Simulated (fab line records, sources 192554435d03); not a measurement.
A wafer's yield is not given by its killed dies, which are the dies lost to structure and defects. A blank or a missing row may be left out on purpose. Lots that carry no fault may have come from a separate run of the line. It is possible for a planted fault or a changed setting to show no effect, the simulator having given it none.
Matching of chambers || flow n5_finfet || N5_BEOL_M0_CO_CAP_123 on cvd_co-01: 3 sister chambers
The step material Co, precursor CCTBA/H2, target thk 2 nm, time 102.1 s. 22 wafers are shown with their chamber, then 11 later ones without.

## WAFERS WITH THEIR CHAMBER
{"wafer": "L340.4", "chamber": 1, "heater_power_w (W)": 231}
{"wafer": "L340.5", "chamber": 0, "heater_power_w (W)": 240}
{"wafer": "L340.6", "chamber": 2, "heater_power_w (W)": 251}
{"wafer": "L341.1", "chamber": 0, "heater_power_w (W)": 237}
{"wafer": "L341.3", "chamber": 2, "heater_power_w (W)": 249}
{"wafer": "L341.4", "chamber": 2, "heater_power_w (W)": 249}
{"wafer": "L344.1", "chamber": 1, "heater_power_w (W)": 222}
{"wafer": "L344.2", "chamber": 2, "heater_power_w (W)": 245}
{"wafer": "L344.6", "chamber": 2, "heater_power_w (W)": 244}
{"wafer": "L345.1", "chamber": 0, "heater_power_w (W)": 238}
{"wafer": "L345.2", "chamber": 1, "heater_power_w (W)": 225}
{"wafer": "L345.4", "chamber": 0, "heater_power_w (W)": 240}
{"wafer": "L347.1", "chamber": 0, "heater_power_w (W)": 235}
{"wafer": "L347.3", "chamber": 1, "heater_power_w (W)": 230}
{"wafer": "L347.4", "chamber": 0, "heater_power_w (W)": 242}
{"wafer": "L348.3", "chamber": 0, "heater_power_w (W)": 243}
{"wafer": "L348.5", "chamber": 1, "heater_power_w (W)": 228}
{"wafer": "L348.6", "chamber": 2, "heater_power_w (W)": 251}
{"wafer": "L349.1", "chamber": 0, "heater_power_w (W)": 246}
{"wafer": "L349.2", "chamber": 2, "heater_power_w (W)": 248}
{"wafer": "L349.3", "chamber": 1, "heater_power_w (W)": 226}
{"wafer": "L350.1", "chamber": 2, "heater_power_w (W)": 246}

SIGNATURES (means of the wafers above)
{"reading": "heater_power_w", "chamber 0": 240.12, "chamber 1": 227.00, "chamber 2": 247.88, "scatter within a chamber": 3.18}
Rule: for a wafer and a chamber, the distance is found by dividing, reading by reading, the gap between the wafer's reading and the chamber's mean by the reading's scatter, squaring, summing and taking the root. If the next closest chamber is less than 2 further off than the closest, the wafer can't be placed; otherwise it belongs to the closest. How the scatter is found: for the shown wafers, subtract from each reading the mean of its chamber, square and add these, divide the total by (wafers less chambers), then take the root.

## WAFERS WITH NO CHAMBER GIVEN
{"wafer": "L350.4", "heater_power_w (W)": 254}
{"wafer": "L350.6", "heater_power_w (W)": 226}
{"wafer": "L351.1", "heater_power_w (W)": 232}
{"wafer": "L351.2", "heater_power_w (W)": 248}
{"wafer": "L351.5", "heater_power_w (W)": 250}
{"wafer": "L355.1", "heater_power_w (W)": 225}
{"wafer": "L355.2", "heater_power_w (W)": 243}
{"wafer": "L355.3", "heater_power_w (W)": 255}
{"wafer": "L358.3", "heater_power_w (W)": 248}
{"wafer": "L358.4", "heater_power_w (W)": 221}
{"wafer": "L358.6", "heater_power_w (W)": 252}

## EACH ONE'S CHAMBER
{"wafer": "L350.4", "from the rows above": 2, "in truth": 2}
{"wafer": "L350.6", "from the rows above": 1, "in truth": 1}
{"wafer": "L351.1", "from the rows above": "can't be placed: 1 or 0", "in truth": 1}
{"wafer": "L351.2", "from the rows above": 2, "in truth": 2}
{"wafer": "L351.5", "from the rows above": 2, "in truth": 2}
{"wafer": "L355.1", "from the rows above": 1, "in truth": 1}
{"wafer": "L355.2", "from the rows above": "can't be placed: 0 or 2", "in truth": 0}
{"wafer": "L355.3", "from the rows above": 2, "in truth": 2}
{"wafer": "L358.3", "from the rows above": 2, "in truth": 2}
{"wafer": "L358.4", "from the rows above": 1, "in truth": 1}
{"wafer": "L358.6", "from the rows above": 2, "in truth": 2}
Placed correctly: 9 of 11. Can't be placed from these rows: 2 (the true chamber is among the candidates in 2). Wrongly placed: 0.
